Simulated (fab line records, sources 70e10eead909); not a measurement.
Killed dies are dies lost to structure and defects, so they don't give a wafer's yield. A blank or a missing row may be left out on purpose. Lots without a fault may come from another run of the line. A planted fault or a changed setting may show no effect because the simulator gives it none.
One fault seen from 2 desks | flow nand_harc | each desk has only its own numbers; what lay behind them comes last

THE TOOL OWNER'S DESK: rie_diel-12
The tool's own readings at NHARC_P_BONDPAD_ETCH_12 (etches the open film in CHF3/O2, target depth 200 nm, time 100 s): means of the sampled wafers that have a number, for each lot that ran on this tool. A lot is out of limits, marked OUT, if its mean lies more than 4 standard deviations from the usual mean; the brackets give that distance.
Columns: A = drypump_motor_current_A at NHARC_P_BONDPAD_ETCH_12, usual 5.7 A; B = oes_product_au at NHARC_P_BONDPAD_ETCH_12, usual 0.932 a.u.; C = rf_vpp_V at NHARC_P_BONDPAD_ETCH_12, usual 369.5 V; D = showerhead_plenum_p_Torr at NHARC_P_BONDPAD_ETCH_12, usual 2.36 Torr; E = throttle_valve_pct at NHARC_P_BONDPAD_ETCH_12, usual 20.572 %
lot  | first seen here | A   | B     | C     | D    | E
L500 | day 7 07:58     | 5.6 | 0.931 | 369.6 | 2.34 | 20.568
L504 | day 9 05:46     | 5.4 | 0.922 | 369.0 | 2.33 | 20.584
L507 | day 10 07:32    | 5.7 | 0.919 | 368.7 | 2.34 | 20.581
L509 | day 11 00:14    | 5.6 | 0.921 | 369.7 | 2.34 | 20.578
L511 | day 12 16:53    | 5.5 | 0.969 | 369.0 | 2.30 | 20.567
L518 | day 14 22:48    | 5.4 | 0.895 | 368.5 | 2.33 | 20.575
L519 | day 15 09:28    | 5.6 | 0.882 | 369.2 | 2.34 | 20.577
This desk's finding: nothing out of limits on any of the 7 lots.

THE METROLOGY DESK
What the gauges read, lot by lot, whatever tool the lot ran on: means of the sampled wafers that have a number. A lot is out of limits, marked OUT, if its mean lies more than 4 standard deviations from the usual mean; the brackets give that distance.
Columns: A = thk_nm at NHARC_P_BONDPAD_THK_MEAS_33, usual 200.2 nm
lot  | first seen here | A
L498 | day 6 20:31     | 200.3
L499 | day 7 02:20     | 200.9
L500 | day 7 07:01     | 200.7
L501 | day 8 00:01     | 200.2
L502 | day 8 08:22     | 201.4
L504 | day 9 04:53     | 200.0
L505 | day 9 06:31     | 200.7
L506 | day 9 16:40     | 200.6
L507 | day 10 06:34    | 200.3
L509 | day 10 23:15    | 202.1
L512 | day 12 15:20    | 199.4
L511 | day 12 16:02    | 198.4
L518 | day 14 21:50    | 201.1
L519 | day 15 08:30    | 203.6
This desk's finding: nothing out of limits on any of the 14 lots.

PUT TOGETHER
The tool owner's desk saw nothing out of limits.
The metrology desk saw nothing out of limits.

WHAT THE SIMULATOR HAD PUT IN
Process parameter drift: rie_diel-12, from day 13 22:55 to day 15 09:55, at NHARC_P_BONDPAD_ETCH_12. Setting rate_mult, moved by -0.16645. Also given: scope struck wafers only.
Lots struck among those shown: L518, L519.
